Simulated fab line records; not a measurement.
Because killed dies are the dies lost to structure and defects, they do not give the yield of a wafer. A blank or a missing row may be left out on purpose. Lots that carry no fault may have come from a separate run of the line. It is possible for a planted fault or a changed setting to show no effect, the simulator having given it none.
Split-lot study    flow n5_finfet    route with 1938 steps; 7 lots, 39 wafers read

## ABOUT THE SPLIT
At N5_PASSIVATION_PASS_ETCH_47 (etches SiNx in CF4/O2, target depth 770 nm, time 385 s), the setting time_s was moved away from the recipe's 385 s on 9 of the 39 wafers read, by -58.4% to -34.1%. All remaining wafers had this setting at the recipe value.

The split's own step is where the reading is taken.

## THE READING
etch.depth_nm (the simulator's own value, which no gauge read), in nm, at N5_PASSIVATION_PASS_ETCH_47 (etches SiNx in CF4/O2, target depth 770 nm, time 385 s). There is no usual value for it anywhere in the file. Average 773.0 nm, standard deviation 29 nm, over the 30 wafers here run with the recipe.

wafer   tool, chamber at the split  time_s as run, s  against the recipe  etch.depth_nm, nm  against lot-mates on the recipe
L077.1  rie_diel-03, 2              385               recipe              802.3              -
L077.2  rie_diel-03, 3              385               recipe              813.2              -
L077.3  rie_diel-03, 1              385               recipe              756.1              -
L077.4  rie_diel-03, 0              385               recipe              749.5              -
L077.5  rie_diel-03, 1              385               recipe              755.6              -
L077.6  rie_diel-03, 0              385               recipe              746.8              -
L076.1  rie_diel-04, 1              385               recipe              772                -
L076.2  rie_diel-04, 3              385               recipe              805.1              -
L076.3  rie_diel-04, 0              385               recipe              791.8              -
L076.4  rie_diel-04, 2              385               recipe              798.7              -
L076.5  rie_diel-04, 3              385               recipe              803.3              -
L076.6  rie_diel-04, 2              385               recipe              798.5              -
L079.1  rie_diel-05, 0              385               recipe              737.6              -
L079.2  rie_diel-05, 1              253.7             -34.1%              513.3              -219.4
L079.3  rie_diel-05, 3              253.7             -34.1%              490.4              -242.3
L079.4  rie_diel-05, 2              385               recipe              720.5              -
L079.5  rie_diel-05, 0              385               recipe              740                -
L079.6  rie_diel-05, 3              253.7             -34.1%              489.1              -243.6
L080.1  rie_diel-04, 3              166.7             -56.7%              343.5              -437.3
L080.2  rie_diel-04, 2              166.7             -56.7%              342.1              -438.7
L080.3  rie_diel-04, 0              166.7             -56.7%              343                -437.8
L080.4  rie_diel-04, 1              385               recipe              768.9              -
L080.5  rie_diel-04, 0              385               recipe              783.5              -
L080.6  rie_diel-04, 3              385               recipe              790                -
L086.1  rie_diel-04, 1              385               recipe              767.7              -
L086.2  rie_diel-04, 2              385               recipe              787                -
L086.3  rie_diel-04, 3              385               recipe              788.9              -
L086.4  rie_diel-04, 0              385               recipe              789.3              -
L086.5  rie_diel-04, 0              385               recipe              791.5              -
L086.6  rie_diel-04, 1              385               recipe              769                -
L085.1  rie_diel-05, 3              160.2             -58.4%              312.9              -412.2
L085.4  rie_diel-05, 3              160.2             -58.4%              312.9              -412.2
L085.2  rie_diel-05, 0              385               recipe              729                -
L085.3  rie_diel-05, 2              160.2             -58.4%              300.5              -424.6
L085.5  rie_diel-05, 2              385               recipe              718.1              -
L085.6  rie_diel-05, 0              385               recipe              728.1              -
L094.2  rie_diel-03, 1              385               recipe              755.5              -
L094.4  rie_diel-03, 3              385               recipe              818.9              -
L094.5  rie_diel-03, 3              385               recipe              813.5              -

FIT RESULTS
A straight line over all 39 wafers: etch.depth_nm changes by +7.81 nm for each +1% of time_s; r = +0.99; the points scatter about the line by 27 nm.
The same after taking each lot's own level away (the mean of its wafers on the recipe; 39 wafers): +7.35 nm for each +1%; r = +0.99; scatter 18 nm.
Per that fit: largest time_s move, reading shift of 4.3e+02 nm.
From 725.07 to 795.97 nm: that is the span of the lots' own levels, equal to 2.4 times the standard deviation above.
So the lot-to-lot level changes the slope little: the two slopes agree.
Check: for one of the wafers moved furthest among these (-58.4%), held out of the fit, the line's prediction against its lot-mates is -431 nm. It came out at -412 nm against them.

## FURTHER SPLITS ON THESE WAFERS
These wafers also went through other splits before the reading. Each is held against what the fit with the lots' levels taken away leaves over:
other split on the same wafers       wafers away from the commonest value  r with etch.depth_nm (lot level and that fit taken away)
N5_BEOL_M14_ILD_DEP_00 target_thk_a  6                                     +0.01

## THE FILE'S OWN FIT
etch.depth_nm changes by +7.34 nm for each +1% of time_s, r = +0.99.
